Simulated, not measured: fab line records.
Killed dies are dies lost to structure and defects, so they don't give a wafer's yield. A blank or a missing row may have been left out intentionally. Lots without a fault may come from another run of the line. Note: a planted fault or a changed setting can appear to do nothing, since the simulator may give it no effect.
A struck lot beside a sound one ; flow n5 finfet ; 37 steps out of a route of 1938
Sound: these wafers, L331.3, L331.5, L331.6. Wafers struck: L327.4, L327.5, L327.6. The cause is given at the end.
For every step that has rows: the tool of each side, followed by ch and its chambers, followed by its first start. Under that, the readings that differ: sound wafers ; struck wafers ; difference of the means ; sigmas: that difference in standard deviations of wafers without a fault.
alike: a reading whose means differ by less than 2 such deviations, as well as words and numbers matching on both sides. not compared: withheld readings; readings where some wafer has no value; bounds like >300 that might hide an equal value; numbers whose values overlap and for which the record gives no deviation.
Wherever a step has rows on one side only, a row that says differs or no value, or a row with sigmas, the two part there. Numbers that don't overlap but have no deviation are shown without sigmas and don't part them. Lack of a reading on every wafer of one side parts them only where that side has two or more wafers.

first, 9 steps without rows for these wafers: N5_BEOL_M4_ANNEAL_95 (time 240 s); N5_BEOL_M4_SPUTTER_96 (material Cu, target thk 4.5 nm, time 8.29 s); N5_BEOL_M4_ECD_50 (material Cu, target thk 300 nm); N5_BEOL_M4_ANNEAL_51 (time 90 s); N5_BEOL_M4_CMP_52 (polishes, stops on SiOC, t overpolish 6.8 s, target thk 40 nm); N5_BEOL_M4_PRE_CLEAN_60 (time 15 s); N5_BEOL_M4_CO_CAP_55 (material Co, precursor CCTBA/H2, target thk 2 nm, time 102.1 s); N5_BEOL_M4_PRE_CLEAN_56 (time 15 s); N5_BEOL_M4_DEP_57 (deposits SiCN from 3MS/NH3, target thk 8 nm, time 14 s).
N5_BEOL_M4_RC_MEAS_101:
  sound on prober-01 ch 0, day 14 12:37; struck on prober-01 ch 0, day 13 18:34
  alike: DIBL_N, DIBL_P, IOFF_N, IOFF_P, ION_N, ION_P, SS_N, SS_P, VT_N, VT_P
then, 24 steps without rows for these wafers: N5_BEOL_M5_ILD_DEP_00 (deposits SiCOH lowk from DEMS/porogen, target thk 140.64 nm, time 25.9 s); N5_BEOL_M5_CURE_79 (cures SiCOH lowk, time 240 s); N5_BEOL_M5_PECVD_70 (deposits SiO2 from TEOS/O2, target thk 16 nm, time 18 s); N5_BEOL_M5_HM_DEP_02 (deposits TiN, target thk 20 nm); N5_BEOL_M5_COAT_59 (time 60 s, resist thk 60 nm); N5_BEOL_M5_COAT_60 (time 60 s, resist thk 12 nm); N5_BEOL_M5_COAT_71 (time 60 s, resist thk 5 nm); N5_BEOL_M5_COAT_05 (resist thk 30 nm); N5_BEOL_M5_EBR_07; N5_BEOL_M5_SOFTBAKE_06 (time 60 s); N5_BEOL_M5_EXPOSE_08 (exposes mask M5, target cd 28 nm); N5_BEOL_M5_PEB_09 (peb time 60 s); N5_BEOL_M5_DEVELOP_10 (develop time 30 s); N5_BEOL_M5_DESCUM_16 (chemistry O2, time 7 s); N5_BEOL_M5_ETCH_72 (etches underlayer in N2/H2, target depth 6.5 nm, time 5.2 s); N5_BEOL_M5_ETCH_61 (etches SiARC in CF4, target depth 15.6 nm, time 26 s); N5_BEOL_M5_ETCH_62 (etches SOC in N2/H2, target depth 75 nm, overetch 15 nm, time 112.5 s); N5_BEOL_M5_STRIP_63 (strips in N2/H2); N5_BEOL_M5_STRIP_73 (strips in N2/H2); N5_BEOL_M5_STRIP_64 (strips in CF4); N5_BEOL_M5_HM_OPEN_17 (chemistry Cl2/BCl3, target TiN, target depth 20 nm, overetch 6 nm); N5_BEOL_M5_STRIP_19 (strips in O2); N5_BEOL_M5_COAT_65 (time 60 s, resist thk 60 nm); N5_BEOL_M5_COAT_66 (time 60 s, resist thk 12 nm).
N5_BEOL_M7_ETCH_66: etches SOC in N2/H2, target depth 80 nm, overetch 16 nm, time 120 s.
  sound on rie diel-06 ch 1,2, day 15 21:23; struck on rie diel-02 ch 0,1,3, day 14 23:02
  no value came back on the struck wafers for any of 8 readings (bias w (W), chamber pressure mTorr (mTorr) and others); on the sound wafers bias w (W) reads 149.9 150.5 149.7
reading;sound;struck;difference;sigmas
model.CAR-EUV_of_BEOL_M7_COAT_22.thk nm (nm);0 0 0;11.2 11.2 11.4;+11.3;
model.SiARC_of_BEOL_M7_COAT_64.thk nm (nm);6.6 6.2 6.6;12 12 12;+6;
model.underlayer_of_BEOL_M7_COAT_71.thk nm (nm);0 0 0;5 5 5;+5;
  not compared: rf hours counter h
N5_BEOL_M7_VIA_ETCH_34: etches SiCOH lowk in C4F6/O2, target depth 125.5 nm, time 50.5 s.
  sound on rie diel-06 ch 1,2, day 15 21:29; struck on rie diel-02 ch 0,1,3, day 14 23:08
reading;sound;struck;difference;sigmas
oes product au (a.u.);0.69 0.93 0.69;0.34 0.26 0.26;-0.48;-5
rf vpp V (V);647 643 647;665 679 664;+24;+2
  alike: C4F6_flow_sccm, O2_flow_sccm, drypump motor current A, oes_f_703_au, showerhead plenum p Torr, throttle valve pct
  not compared: rf hours counter h
-- a jump in the record: the struck wafers' starts before and after are 3 days apart (it breaks off in module BEOL_M7 and resumes in module PASSIVATION, where the first step shown is number 1936 of the route) --
N5_PASSIVATION_PROBE_49:
  sound: prober-01 at day 19 10:31; struck: prober-01 at day 18 05:01
reading;sound;struck;difference;sigmas
defect limited yield (%);92.1 91.9 89.8;0 0 0;-91;-65
killed_at_M4_up;19 15 20;1054 1095 1084;+1060;+99 or more
killed dies;93 96 120;1180 1180 1180;+1077;+67
killed on rim;12 12 16;152 152 152;+139;+34
sort_bin_5_function (%);4.7 5.2 4.9;96.8 95.5 96.3;+91.3;+99 or more
sort n pass;1087 1084 1060;0 0 0;-1077;-63
sort yield pct (%);92.1 91.9 89.8;0 0 0;-91;-61
  alike: killed_at_M0_to_M3, killed at contacts, killed at front end, killed at other, killed open, killed short, sort_bin_6_memory

== WHERE THEY PART ==
At N5_BEOL_M7_ETCH_66 first; at N5_PASSIVATION_PROBE_49 last (within this record only).

WHY: what had been put in by the simulator
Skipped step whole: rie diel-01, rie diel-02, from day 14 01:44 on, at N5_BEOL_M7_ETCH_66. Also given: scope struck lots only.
